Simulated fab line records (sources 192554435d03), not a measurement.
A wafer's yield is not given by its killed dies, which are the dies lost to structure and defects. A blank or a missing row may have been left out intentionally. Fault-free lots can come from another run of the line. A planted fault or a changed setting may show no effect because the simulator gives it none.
fab line records | flow n5_finfet
record: lots: 24 wafers: 72 last_day: 18
route steps=1938 shown BEOL_M3@1008 BEOL_M4@1073
lots untouched by any fault: they come from a run of this same line in which no faults occurred
start_h: start of the lot's first displayed wafer, in hours after the record's first day | wait_h: hours from the lot's prior step to this one | " identical to the entry in the row above | L1.1+2: a row that stands for several wafers | - no value present, or no start provided | * or withheld: withheld | < > ~ a bound
route shown NAME@n: names a module that has steps shown in the file, with the first one's number in the route | usual: average and standard deviation across the fault-free wafers | same: alike in all rows | chamber/n: place in a boat | sites: the reading at each site | _std_site: standard deviation across them | _edge_site: mean of outer sites minus mean of inner sites | radius_mm: for every site, how far away it sits from the centre of the wafer | mask NAME#n: copy n | behind: the last tool/chamber to shape the wafer | hold: cause of the lot's hold/its duration in hours/its outcome | device: the transistor (n, p or np) that didn't switch | end of line: the tests these same wafers got at the end of their route | a step given without rows: its recipe and nothing more | killed: the dies lost at the first sort to structure and to defects; this is not the yield of the wafer | map: the dies of a wafer, with x for killed, . for not killed, _ for no die there
set.NAME: setting as actually run; set.NAME@STEP: the setting as run at that earlier step | model.NAME: the simulator's own value behind a step, which no gauge read
steps of the route over a sample of lots; a table a step, a row a wafer
services: from which hour (start_h, from the record's first day; less than 0 if before it) a tool's chamber was out of use, for how many hours, and why
== steps ==
step: N5_BEOL_M3_SPUTTER_94
recipe: material: Cu target_thk_a: 45 temp_c: -20 chamber_pressure_pa: 0.07 power_w: withheld time_s: 8.29
usual: throttle_valve_pct: 30.1/1
columns lot.wafer tool chamber start_h wait_h throttle_valve_pct
L074.1 pvd_sputter-01 - 152.83 0.1 30.4
L074.4 " - " " 32.2
L074.6 " - " " 30.0
L075.3 pvd_sputter-02 - 157.86 0.1 28.5
L075.4 " - " " 29.6
L075.5 " - " " 28.6
L076.3 pvd_sputter-01 - 158.08 0.1 30.3
L076.4 " - " " 31.8
L076.6 " - " " 30.0
L077.3 pvd_sputter-02 - 170.16 0.1 31.8
L077.4 " - " " 29.8
L077.6 " - " " 28.4
L078.2 pvd_sputter-01 - 170.44 0.1 29.6
L078.4 " - " " 31.7
L078.6 " - " " 29.8
L079.1 pvd_sputter-03 - 178.39 0.1 31.7
L079.2 " - " " 28.9
L079.4 " - " " 30.1
L080.1 pvd_sputter-03 - 187.66 0.1 31.2
L080.3 " - " " 28.6
L080.6 " - " " 28.5
L083.1 pvd_sputter-03 - 207.76 0.1 30.4
L083.4 " - " " 28.4
L083.5 " - " " 28.7
L081.2 pvd_sputter-01 - 207.93 0.1 29.7
L081.4 " - " " 30.0
L081.6 " - " " 30.1
L082.1 pvd_sputter-03 - 212.86 0.1 28.7
L082.2 " - " " 31.4
L082.6 " - " " 31.2
L085.2 pvd_sputter-02 - 218.90 0.1 28.3
L085.4 " - " " 31.8
L085.5 " - " " 31.9
L084.3 pvd_sputter-03 - 222.61 0.1 30.0
L084.5 " - " " 28.7
L084.6 " - " " 30.0
L086.1 pvd_sputter-02 - 227.51 0.1 31.9
L086.3 " - " " 30.1
L086.5 " - " " 28.4
L087.3 pvd_sputter-03 - 236.39 0.1 30.1
L087.4 " - " " 30.0
L087.6 " - " " 28.9
L089.4 pvd_sputter-02 - 257.20 0.1 31.6
L089.5 " - " " 31.9
L089.6 " - " " 29.8
L090.1 pvd_sputter-01 - 272.84 0.1 29.7
L090.3 " - " " 29.9
L090.5 " - " " 31.8
L088.2 pvd_sputter-02 - 277.62 0.1 31.9
L088.5 " - " " 29.9
L088.6 " - " " 28.4
L091.1 pvd_sputter-03 - 281.38 0.1 30.3
L091.2 " - " " 30.0
L091.3 " - " " 28.9
L094.1 pvd_sputter-03 - 283.22 0.1 28.6
L094.4 " - " " 30.2
L094.6 " - " " 31.4
L093.2 pvd_sputter-01 - 286.58 0.1 31.8
L093.5 " - " " 29.7
L093.6 " - " " 31.7
L096.2 pvd_sputter-03 - 287.22 0.1 30.0
L096.4 " - " " 28.5
L096.6 " - " " 30.4
L092.3 pvd_sputter-02 - 290.00 0.1 30.0
L092.5 " - " " 28.5
L092.6 " - " " 29.8
L095.1 pvd_sputter-02 - 297.96 0.1 28.4
L095.3 " - " " 29.6
L095.4 " - " " 31.9
L097.1 pvd_sputter-02 - 310.37 0.1 28.4
L097.5 " - " " 32.1
L097.6 " - " " 29.8
step: N5_BEOL_M4_OCD_MEAS_38
usual: trench_depth_nm: 55.1/1
columns lot.wafer tool chamber start_h wait_h trench_depth_nm
L074.1 ocd-02 - 164.43 - 54.7
L074.4 " - " " 54.1
L074.6 " - " " 54.0
L075.3 ocd-02 - 165.19 - 56.3
L075.4 " - " " 54.3
L075.5 " - " " 56.2
L076.3 ocd-02 - 170.89 - 54.5
L076.4 " - " " 55.0
L076.6 " - " " 54.6
L077.3 ocd-02 - 180.08 - 54.1
L077.4 " - " " 56.1
L077.6 " - " " 55.6
L078.2 ocd-02 - 185.74 - 56.3
L078.4 " - " " 55.7
L078.6 " - " " 54.4
L079.1 ocd-02 - 191.38 - 54.9
L079.2 " - " " 54.9
L079.4 " - " " 54.2
L080.1 ocd-02 - 196.58 - 56.0
L080.3 " - " " 54.3
L080.6 " - " " 54.0
L081.2 ocd-02 - 216.17 - 53.5
L081.4 " - " " 54.3
L081.6 " - " " 56.8
L083.1 ocd-02 - 238.50 - 53.5
L083.4 " - " " 54.5
L083.5 " - " " 56.5
L082.1 ocd-02 - 249.98 - 53.8
L082.2 " - " " 54.0
L082.6 " - " " 55.0
L085.2 ocd-02 - 250.00 - 56.0
L085.4 " - " " 55.5
L085.5 " - " " 56.1
L086.1 ocd-01 - 255.14 - 55.7
L086.3 " - " " 55.0
L086.5 " - " " 55.9
L084.3 ocd-01 - 257.01 - 54.0
L084.5 " - " " 56.5
L084.6 " - " " 54.4
L087.3 ocd-01 - 257.14 - 53.9
L087.4 " - " " 54.1
L087.6 " - " " 52.7
L089.4 ocd-01 - 282.39 - 54.6
L089.5 " - " " 55.5
L089.6 " - " " 57.1
L088.2 ocd-01 - 283.82 - 55.2
L088.5 " - " " 55.6
L088.6 " - " " 56.2
L091.1 ocd-02 - 287.26 - 54.8
L091.2 " - " " 54.0
L091.3 " - " " 57.1
L094.1 ocd-01 - 291.12 - 55.1
L094.4 " - " " 54.3
L094.6 " - " " 55.4
L090.1 ocd-02 - 298.38 - 54.4
L090.3 " - " " 54.9
L090.5 " - " " 52.9
L093.2 ocd-02 - 304.40 - 54.6
L093.5 " - " " 57.1
L093.6 " - " " 54.6
L096.2 ocd-01 - 307.91 - 54.7
L096.4 " - " " 56.1
L096.6 " - " " 54.4
L092.3 ocd-02 - 313.20 - 55.5
L092.5 " - " " 54.3
L092.6 " - " " 55.2
L095.1 ocd-02 - 313.24 - 54.6
L095.3 " - " " 56.1
L095.4 " - " " 56.1
L097.1 ocd-01 - 320.90 - 54.1
L097.5 " - " " 55.9
L097.6 " - " " 55.6
step: N5_BEOL_M4_PRE_CLEAN_45
recipe: gas: H2/He time_s: 30 temp_c: 250
usual: heater_power_w: 339/32
columns lot.wafer tool chamber start_h wait_h heater_power_w
L074.1 pvd_sputter-02 - 164.89 0.0 329
L074.4 " - " " 372
L074.6 " - " " 337
L075.3 pvd_sputter-01 - 165.64 0.0 288
L075.4 " - " " 299
L075.5 " - " " 301
L076.3 pvd_sputter-01 - 171.56 0.0 290
L076.4 " - " " 298
L076.6 " - " " 350
L077.3 pvd_sputter-02 - 180.61 0.0 348
L077.4 " - " " 325
L077.6 " - " " 334
L078.2 pvd_sputter-03 - 185.98 0.0 360
L078.4 " - " " 339
L078.6 " - " " 357
L079.1 pvd_sputter-01 - 191.76 0.0 363
L079.2 " - " " 384
L079.4 " - " " 294
L080.1 pvd_sputter-03 - 197.06 0.0 344
L080.3 " - " " 335
L080.6 " - " " 295
L081.2 pvd_sputter-03 - 216.42 0.0 346
L081.4 " - " " 334
L081.6 " - " " 338
L083.1 pvd_sputter-02 - 238.87 0.0 363
L083.4 " - " " 337
L083.5 " - " " 369
L082.1 pvd_sputter-02 - 250.22 0.0 335
L082.2 " - " " 363
L082.6 " - " " 365
L085.2 pvd_sputter-02 - 250.30 0.0 325
L085.4 " - " " 348
L085.5 " - " " 367
L086.1 pvd_sputter-03 - 256.64 0.0 291
L086.3 " - " " 343
L086.5 " - " " 290
L084.3 pvd_sputter-01 - 257.65 0.0 295
L084.5 " - " " 371
L084.6 " - " " 397
L087.3 pvd_sputter-01 - 257.73 0.0 296
L087.4 " - " " 361
L087.6 " - " " 371
L089.4 pvd_sputter-01 - 282.75 0.0 388
L089.5 " - " " 388
L089.6 " - " " 370
L088.2 pvd_sputter-01 - 284.48 0.0 302
L088.5 " - " " 404
L088.6 " - " " 294
L091.1 pvd_sputter-02 - 287.68 0.0 331
L091.2 " - " " 346
L091.3 " - " " 367
L094.1 pvd_sputter-01 - 292.39 0.0 295
L094.4 " - " " 302
L094.6 " - " " 366
L090.1 pvd_sputter-02 - 299.24 0.0 325
L090.3 " - " " 361
L090.5 " - " " 328
L093.2 pvd_sputter-03 - 304.79 0.0 344
L093.5 " - " " 334
L093.6 " - " " 342
L096.2 pvd_sputter-02 - 308.63 0.0 321
L096.4 " - " " 340
L096.6 " - " " 362
L095.1 pvd_sputter-03 - 313.79 0.0 297
L095.3 " - " " 351
L095.4 " - " " 337
L092.3 pvd_sputter-01 - 313.84 0.0 397
L092.5 " - " " 395
L092.6 " - " " 298
L097.1 pvd_sputter-01 - 322.62 0.0 399
L097.5 " - " " 396
L097.6 " - " " 293
step: N5_BEOL_M4_SPUTTER_86
recipe: material: Cu target_thk_a: 45 temp_c: -20 chamber_pressure_pa: 0.07 power_w: withheld time_s: 8.29
usual: throttle_valve_pct: 30.2/0.98
columns lot.wafer tool chamber start_h wait_h throttle_valve_pct
L074.1 pvd_sputter-02 - 166.23 0.1 31.9
L074.4 " - " " 28.7
L074.6 " - " " 29.6
L075.3 pvd_sputter-03 - 168.55 0.1 28.6
L075.4 " - " " 30.2
L075.5 " - " " 28.5
L076.3 pvd_sputter-01 - 173.12 0.1 30.1
L076.4 " - " " 31.8
L076.6 " - " " 29.8
L077.3 pvd_sputter-01 - 182.07 0.1 30.1
L077.4 " - " " 31.8
L077.6 " - " " 29.9
L078.2 pvd_sputter-01 - 188.80 0.1 31.8
L078.4 " - " " 29.6
L078.6 " - " " 29.8
L079.1 pvd_sputter-03 - 194.98 0.1 31.5
L079.2 " - " " 28.8
L079.4 " - " " 30.2
L080.1 pvd_sputter-01 - 198.29 0.1 30.4
L080.3 " - " " 30.2
L080.6 " - " " 29.9
L081.2 pvd_sputter-03 - 217.59 0.1 28.6
L081.4 " - " " 30.2
L081.6 " - " " 31.3
L083.1 pvd_sputter-03 - 240.29 0.1 30.3
L083.4 " - " " 31.1
L083.5 " - " " 30.1
L082.1 pvd_sputter-02 - 251.50 0.1 31.9
L082.2 " - " " 29.9
L082.6 " - " " 28.4
L085.2 pvd_sputter-01 - 253.33 0.1 32.1
L085.4 " - " " 29.9
L085.5 " - " " 30.0
L086.1 pvd_sputter-03 - 257.92 0.1 31.4
L086.3 " - " " 29.8
L086.5 " - " " 28.7
L084.3 pvd_sputter-01 - 258.91 0.1 29.7
L084.5 " - " " 31.7
L084.6 " - " " 29.9
L087.3 pvd_sputter-02 - 259.05 0.1 31.6
L087.4 " - " " 30.1
L087.6 " - " " 30.0
L089.4 pvd_sputter-03 - 284.18 0.1 28.8
L089.5 " - " " 28.8
L089.6 " - " " 31.2
L088.2 pvd_sputter-02 - 286.00 0.1 30.1
L088.5 " - " " 31.6
L088.6 " - " " 30.2
L091.1 pvd_sputter-01 - 290.97 0.1 30.1
L091.2 " - " " 30.2
L091.3 " - " " 29.9
L094.1 pvd_sputter-01 - 293.91 0.1 32.0
L094.4 " - " " 30.1
L094.6 " - " " 29.6
L090.1 pvd_sputter-02 - 300.66 0.1 31.8
L090.3 " - " " 30.0
L090.5 " - " " 30.4
L093.2 pvd_sputter-03 - 306.01 0.1 30.2
L093.5 " - " " 31.3
L093.6 " - " " 30.1
L096.2 pvd_sputter-03 - 311.41 0.1 30.0
L096.4 " - " " 30.1
L096.6 " - " " 31.4
L095.1 pvd_sputter-01 - 315.42 0.1 29.6
L095.3 " - " " 30.0
L095.4 " - " " 31.8
L092.3 pvd_sputter-03 - 316.51 0.1 31.4
L092.5 " - " " 28.8
L092.6 " - " " 30.0
L097.1 pvd_sputter-03 - 323.92 0.1 28.3
L097.5 " - " " 31.3
L097.6 " - " " 30.3
step: N5_BEOL_M4_ANNEAL_95
recipe: temp_c: 400 time_s: 240 ambient: vacuum
usual: heater_power_w: 837/81
columns lot.wafer tool chamber start_h wait_h heater_power_w
L074.1 pvd_sputter-02 - 167.19 0.0 851
L074.4 " - " " 828
L074.6 " - " " 858
L075.3 pvd_sputter-03 - 169.51 0.0 819
L075.4 " - " " 712
L075.5 " - " " 821
L076.3 pvd_sputter-01 - 174.08 0.0 773
L076.4 " - " " 927
L076.6 " - " " 963
L077.3 pvd_sputter-01 - 183.03 0.0 728
L077.4 " - " " 877
L077.6 " - " " 956
L078.2 pvd_sputter-01 - 189.76 0.0 909
L078.4 " - " " 750
L078.6 " - " " 731
L079.1 pvd_sputter-03 - 195.94 0.0 902
L079.2 " - " " 839
L079.4 " - " " 864
L080.1 pvd_sputter-01 - 199.25 0.0 745
L080.3 " - " " 974
L080.6 " - " " 732
L081.2 pvd_sputter-03 - 218.55 0.0 821
L081.4 " - " " 725
L081.6 " - " " 928
L083.1 pvd_sputter-03 - 241.25 0.0 729
L083.4 " - " " 912
L083.5 " - " " 852
L082.1 pvd_sputter-02 - 252.46 0.0 872
L082.2 " - " " 853
L082.6 " - " " 828
L085.2 pvd_sputter-01 - 254.29 0.0 899
L085.4 " - " " 716
L085.5 " - " " 759
L086.1 pvd_sputter-03 - 258.88 0.0 925
L086.3 " - " " 867
L086.5 " - " " 831
L084.3 pvd_sputter-01 - 259.87 0.0 990
L084.5 " - " " 917
L084.6 " - " " 742
L087.3 pvd_sputter-02 - 260.01 0.0 857
L087.4 " - " " 946
L087.6 " - " " 902
L089.4 pvd_sputter-03 - 285.14 0.0 859
L089.5 " - " " 846
L089.6 " - " " 915
L088.2 pvd_sputter-02 - 286.96 0.0 900
L088.5 " - " " 853
L088.6 " - " " 889
L091.1 pvd_sputter-01 - 291.93 0.0 755
L091.2 " - " " 1003
L091.3 " - " " 758
L094.1 pvd_sputter-01 - 294.87 0.0 891
L094.4 " - " " 745
L094.6 " - " " 733
L090.1 pvd_sputter-02 - 301.70 0.0 849
L090.3 " - " " 884
L090.5 " - " " 909
L093.2 pvd_sputter-03 - 306.97 0.0 722
L093.5 " - " " 905
L093.6 " - " " 712
L096.2 pvd_sputter-03 - 312.37 0.0 879
L096.4 " - " " 736
L096.6 " - " " 904
L095.1 pvd_sputter-01 - 316.38 0.0 737
L095.3 " - " " 1000
L095.4 " - " " 906
L092.3 pvd_sputter-03 - 317.47 0.0 874
L092.5 " - " " 827
L092.6 " - " " 837
L097.1 pvd_sputter-03 - 324.88 0.0 839
L097.5 " - " " 927
L097.6 " - " " 716
step: N5_BEOL_M4_DEP_57
recipe: material: SiCN target_thk_a: 80 temp_c: withheld precursor: 3MS/NH3 pressure_torr: 3 rf_w: 202 time_s: 14
usual: showerhead_plenum_p_Torr: 3.667/0.014 throttle_valve_pct: 8.8/0.35
columns lot.wafer tool chamber start_h wait_h showerhead_plenum_p_Torr throttle_valve_pct
L074.1 pecvd-02 2 168.31 0.0 3.643 8.8
L074.4 " 0 " " 3.659 8.2
L074.6 " 2 " " 3.659 8.8
L075.3 pecvd-04 0 170.63 0.0 3.678 9.1
L075.4 " 0 " " 3.699 9.6
L075.5 " 2 " " 3.656 8.5
L076.3 pecvd-01 2 175.25 0.0 3.680 9.6
L076.4 " 1 " " 3.658 8.9
L076.6 " 2 " " 3.684 9.2
L077.3 pecvd-04 2 184.53 0.0 3.663 8.4
L077.4 " 1 " " 3.665 8.5
L077.6 " 0 " " 3.684 9.6
L078.2 pecvd-04 1 190.88 0.0 3.672 8.4
L078.4 " 0 " " 3.694 9.3
L078.6 " 1 " " 3.669 8.4
L079.1 pecvd-02 2 197.07 0.0 3.647 8.7
L079.2 " 0 " " 3.653 8.6
L079.4 " 2 " " 3.654 8.9
L080.1 pecvd-02 1 200.37 0.0 3.677 9.6
L080.3 " 2 " " 3.649 8.7
L080.6 " 2 " " 3.648 8.7
L081.2 pecvd-01 0 219.68 0.0 3.688 9.1
L081.4 " 0 " " 3.685 8.8
L081.6 " 0 " " 3.679 8.8
L083.1 pecvd-01 2 242.37 0.0 3.680 8.4
L083.4 " 0 " " 3.684 9.3
L083.5 " 1 " " 3.657 9.0
L082.1 pecvd-02 2 253.58 0.0 3.651 8.8
L082.2 " 1 " " 3.669 9.0
L082.6 " 1 " " 3.676 9.1
L085.2 pecvd-02 2 255.47 0.0 3.659 8.9
L085.4 " 2 " " 3.648 9.0
L085.5 " 0 " " 3.659 8.7
L086.1 pecvd-01 2 260.01 0.0 3.674 8.2
L086.3 " 1 " " 3.662 8.7
L086.5 " 0 " " 3.675 9.2
L084.3 pecvd-02 0 261.00 0.0 3.660 8.6
L084.5 " 0 " " 3.659 8.5
L084.6 " 1 " " 3.680 9.2
L087.3 pecvd-02 2 261.14 0.0 3.649 9.1
L087.4 " 0 " " 3.668 8.4
L087.6 " 2 " " 3.656 9.0
L089.4 pecvd-01 2 286.28 0.0 3.681 8.3
L089.5 " 0 " " 3.696 9.3
L089.6 " 1 " " 3.646 9.1
L088.2 pecvd-04 1 288.08 0.0 3.664 8.4
L088.5 " 2 " " 3.659 9.0
L088.6 " 0 " " 3.680 9.3
L091.1 pecvd-02 2 293.16 0.0 3.651 9.0
L091.2 " 1 " " 3.673 9.3
L091.3 " 0 " " 3.660 8.6
L094.1 pecvd-02 1 296.08 0.0 3.663 9.3
L094.4 " 0 " " 3.659 8.4
L094.6 " 1 " " 3.666 9.3
L090.1 pecvd-01 0 302.84 0.0 3.674 8.8
L090.3 " 1 " " 3.656 8.6
L090.5 " 0 " " 3.677 8.9
L093.2 pecvd-04 2 308.09 0.0 3.667 8.9
L093.5 " 2 " " 3.663 8.5
L093.6 " 1 " " 3.672 8.4
L096.2 pecvd-04 1 313.49 0.0 3.670 8.4
L096.4 " 2 " " 3.656 8.9
L096.6 " 1 " " 3.674 8.2
L095.1 pecvd-04 1 317.74 0.0 3.676 8.4
L095.3 " 2 " " 3.671 8.9
L095.4 " 0 " " 3.695 9.3
L092.3 pecvd-01 0 318.59 0.0 3.689 9.2
L092.5 " 2 " " 3.682 8.4
L092.6 " 1 " " 3.645 8.8
L097.1 pecvd-02 1 326.27 0.0 3.671 9.6
L097.5 " 0 " " 3.660 8.5
L097.6 " 1 " " 3.671 9.2
== services ==
columns tool chamber start_h hours kind
pecvd-04 - 172.67 5.6 repair
pecvd-01 - 190.66 14.6 pm
pvd_sputter-02 - 197.53 7.5 repair
pecvd-01 2 205.26 - clean
pecvd-01 2 205.26 - consumable_replace:showerhead
pecvd-01 2 205.26 29.0 scheduled_down
pecvd-01 2 205.26 29.0 vent_cycle
pecvd-04 2 265.94 2.1 scheduled_down
pecvd-04 0 281.77 3.5 repair
pecvd-02 - 282.92 1.1 repair
pecvd-02 0 299.03 5.5 scheduled_down
pecvd-04 - 299.57 1.2 repair
== key ==
fault none
